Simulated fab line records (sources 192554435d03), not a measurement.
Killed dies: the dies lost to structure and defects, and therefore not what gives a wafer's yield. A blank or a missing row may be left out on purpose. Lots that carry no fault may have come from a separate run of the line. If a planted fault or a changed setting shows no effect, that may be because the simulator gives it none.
Which tool did it? / flow n5-finfet / 11 lots, 32 wafers sampled, at 5 steps of a route of 1938

WHAT EACH GAUGE READ, for each wafer
N5_BEOL_M4_RC_MEAS_101.
lot=L722; measured=day 7 16:49; on=prober-02; DIBL_N (mV/V)=41.7 36.4 36.7
lot=L723; measured=day 8 12:34; on=prober-02; DIBL_N (mV/V)=36.6 38.3 34.3
lot=L725; measured=day 8 18:52; on=prober-01; DIBL_N (mV/V)=29.9 35.4 32.0
lot=L726; measured=day 9 00:22; on=prober-01; DIBL_N (mV/V)=40.5 32.2 38.0
lot=L727; measured=day 9 07:55; on=prober-01; DIBL_N (mV/V)=34.7 39.3 35.2
lot=L728; measured=day 9 20:40; on=prober-02; DIBL_N (mV/V)=30.3 31.6 36.3
lot=L733; measured=day 10 21:25; on=prober-02; DIBL_N (mV/V)=34.7 35.0
lot=L737; measured=day 12 06:11; on=prober-01; DIBL_N (mV/V)=34.1 37.5 33.7
lot=L741; measured=day 13 08:08; on=prober-01; DIBL_N (mV/V)=37.2 33.4 34.2
lot=L743; measured=day 14 07:53; on=prober-01; DIBL_N (mV/V)=36.6 35.8 35.0
lot=L744; measured=day 14 13:20; on=prober-01; DIBL_N (mV/V)=35.6 37.2 35.3

WHICH TOOL RAN EACH LOT (tool, then ch and the chambers of the sampled wafers, then the start)
lot=L722; N5_BEOL_M2_ALD_84=ald-metal-03 ch 1,2, day 6 18:10; N5_BEOL_M2_ANNEAL_51=rtp-anneal-01 ch 0, day 6 20:41; N5_BEOL_M2_PRE_CLEAN_60=cvd-co-01 ch 1,2, day 6 21:30; N5_BEOL_M2_CO_CAP_55=cvd-co-01 ch 1,2, day 6 21:32
lot=L723; N5_BEOL_M2_ALD_84=ald-metal-03 ch 0,3, day 7 01:47; N5_BEOL_M2_ANNEAL_51=rtp-anneal-01 ch 0, day 7 04:16; N5_BEOL_M2_PRE_CLEAN_60=cvd-co-01 ch 0,1,2, day 7 05:10; N5_BEOL_M2_CO_CAP_55=cvd-co-01 ch 0,1,2, day 7 05:13
lot=L725; N5_BEOL_M2_ALD_84=ald-metal-04 ch 0,1, day 7 13:56; N5_BEOL_M2_ANNEAL_51=rtp-anneal-02 ch 0, day 7 17:56; N5_BEOL_M2_PRE_CLEAN_60=cvd-co-02 ch 1,2, day 7 18:34; N5_BEOL_M2_CO_CAP_55=cvd-co-02 ch 1,2, day 7 18:37
lot=L726; N5_BEOL_M2_ALD_84=ald-metal-01 ch 0,1,3, day 8 03:06; N5_BEOL_M2_ANNEAL_51=rtp-anneal-02 ch 0, day 8 05:47; N5_BEOL_M2_PRE_CLEAN_60=cvd-co-02 ch 0,1,2, day 8 06:25; N5_BEOL_M2_CO_CAP_55=cvd-co-02 ch 0,1,2, day 8 06:28
lot=L727; N5_BEOL_M2_ALD_84=ald-metal-04 ch 0,1,2, day 8 09:58; N5_BEOL_M2_ANNEAL_51=rtp-anneal-01 ch 0, day 8 12:38; N5_BEOL_M2_PRE_CLEAN_60=cvd-co-02 ch 0,1,2, day 8 13:16; N5_BEOL_M2_CO_CAP_55=cvd-co-02 ch 0,1,2, day 8 13:19
lot=L728; N5_BEOL_M2_ALD_84=ald-metal-04 ch 1,3, day 8 14:54; N5_BEOL_M2_ANNEAL_51=rtp-anneal-02 ch 0, day 8 17:31; N5_BEOL_M2_PRE_CLEAN_60=cvd-co-02 ch 0,2, day 8 18:10; N5_BEOL_M2_CO_CAP_55=cvd-co-02 ch 0,2, day 8 18:12
lot=L733; N5_BEOL_M2_ALD_84=ald-metal-04 ch 1,2, day 9 17:08; N5_BEOL_M2_ANNEAL_51=rtp-anneal-01 ch 0, day 9 19:47; N5_BEOL_M2_PRE_CLEAN_60=cvd-co-02 ch 0,1, day 9 20:20; N5_BEOL_M2_CO_CAP_55=cvd-co-02 ch 0,1, day 9 20:22
lot=L737; N5_BEOL_M2_ALD_84=ald-metal-03 ch 0,1,3, day 10 19:40; N5_BEOL_M2_ANNEAL_51=rtp-anneal-01 ch 0, day 10 22:19; N5_BEOL_M2_PRE_CLEAN_60=cvd-co-01 ch 0,2, day 10 22:52; N5_BEOL_M2_CO_CAP_55=cvd-co-01 ch 0,2, day 10 22:54
lot=L741; N5_BEOL_M2_ALD_84=ald-metal-04 ch 1,2,3, day 12 02:25; N5_BEOL_M2_ANNEAL_51=rtp-anneal-02 ch 0, day 12 06:52; N5_BEOL_M2_PRE_CLEAN_60=cvd-co-02 ch 0,1,2, day 12 07:26; N5_BEOL_M2_CO_CAP_55=cvd-co-02 ch 0,1,2, day 12 07:29
lot=L743; N5_BEOL_M2_ALD_84=ald-metal-04 ch 0,1, day 13 01:50; N5_BEOL_M2_ANNEAL_51=rtp-anneal-01 ch 0, day 13 04:54; N5_BEOL_M2_PRE_CLEAN_60=cvd-co-02 ch 0,2, day 13 05:33; N5_BEOL_M2_CO_CAP_55=cvd-co-02 ch 0,2, day 13 05:35
lot=L744; N5_BEOL_M2_ALD_84=ald-metal-01 ch 0,3, day 13 04:25; N5_BEOL_M2_ANNEAL_51=rtp-anneal-01 ch 0, day 13 06:49; N5_BEOL_M2_PRE_CLEAN_60=cvd-co-01 ch 0,1,2, day 13 07:26; N5_BEOL_M2_CO_CAP_55=cvd-co-01 ch 0,1,2, day 13 07:29
- N5_BEOL_M2_ALD_84: deposits TaN, pulse time 2 s, purge time 3 s, co reactant purge time 2 s.
- N5_BEOL_M2_ANNEAL_51: time 90 s.
- N5_BEOL_M2_PRE_CLEAN_60: time 15 s.
- N5_BEOL_M2_CO_CAP_55: material Co, precursor CCTBA/H2, target thk 2 nm, time 102.1 s.

THE ANSWER, worked out from the rows above alone
Rule: the usual values come from the lots themselves. The widest of any qualifying gaps counts: lots, ordered by their means at a reading, are off when they make up no more than a third of the lots, leave a main group of 4 or more, and stand apart from it by 3 or more times the standard deviation of that group's means. A main group whose means are all the same, to the digits that the tables above print for the reading, isn't used. Also off: a lot with no number at a reading for which 4 or more lots have one. All remaining lots with rows at the step are treated as sound.
Nothing can be told from this: no lot is off at any reading shown.

WHAT WAS PUT IN BY THE SIMULATOR
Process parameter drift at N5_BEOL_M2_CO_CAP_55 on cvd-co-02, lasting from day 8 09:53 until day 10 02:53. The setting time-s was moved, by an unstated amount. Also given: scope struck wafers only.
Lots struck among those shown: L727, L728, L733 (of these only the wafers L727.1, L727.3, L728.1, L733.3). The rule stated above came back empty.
